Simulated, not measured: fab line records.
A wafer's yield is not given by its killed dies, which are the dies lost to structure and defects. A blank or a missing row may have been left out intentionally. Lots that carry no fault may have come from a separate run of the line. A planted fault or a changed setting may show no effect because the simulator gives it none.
Chamber matching | flow n5-finfet | pecvd-02 running N5_BEOL_M4_PECVD_72: 3 sister chambers
The step deposits SiO2 from TEOS/O2, target thk 16 nm, time 18 s. 3 wafers are shown with their chamber, then 11 later ones without.

== EACH WAFER AND ITS CHAMBER ==
wafer  | chamber | throttle-valve-pct (%)
L086.2 | 0       | 22.2
L090.4 | 1       | 22.7
L092.2 | 2       | 20.7

== WAFERS WITH NO CHAMBER GIVEN ==
wafer  | throttle-valve-pct (%)
L092.3 | 22.5
L092.5 | 22.1
L094.1 | 22.3
L094.3 | 22.4
L094.4 | 22.3
L093.1 | 22.2
L093.4 | 22.4
L093.6 | 22.4
L096.3 | 22.3
L096.4 | 20.5
L096.5 | 22.1

== WHICH CHAMBER EACH WENT THROUGH ==
wafer  | from the rows above     | in truth
L092.3 | can't be placed: 1 or 0 | 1
L092.5 | 0                       | 0
L094.1 | can't be placed: 0 or 1 | 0
L094.3 | can't be placed: 0 or 1 | 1
L094.4 | can't be placed: 0 or 1 | 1
L093.1 | 0                       | 0
L093.4 | can't be placed: 0 or 1 | 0
L093.6 | can't be placed: 0 or 1 | 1
L096.3 | can't be placed: 0 or 1 | 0
L096.4 | 2                       | 2
L096.5 | 0                       | 0
Correctly placed: 4 of 11. From these rows, 7 cannot be placed; in 7 the true chamber is one of the candidates. Number placed wrongly: 0.
How it was worked out, from the rows above alone: a wafer's distance from a chamber is the root of the sum, over the readings, of the square of ((its reading less the chamber's mean) divided by the reading's scatter). The wafer belongs to the nearest chamber; if the next one is less than 2 further off, it can't be placed. The mean given for a chamber averages the wafers shown for that chamber. The scatter: with one shown wafer a chamber, the root of the mean of the squares of how far each hidden wafer lies from its nearest shown one.
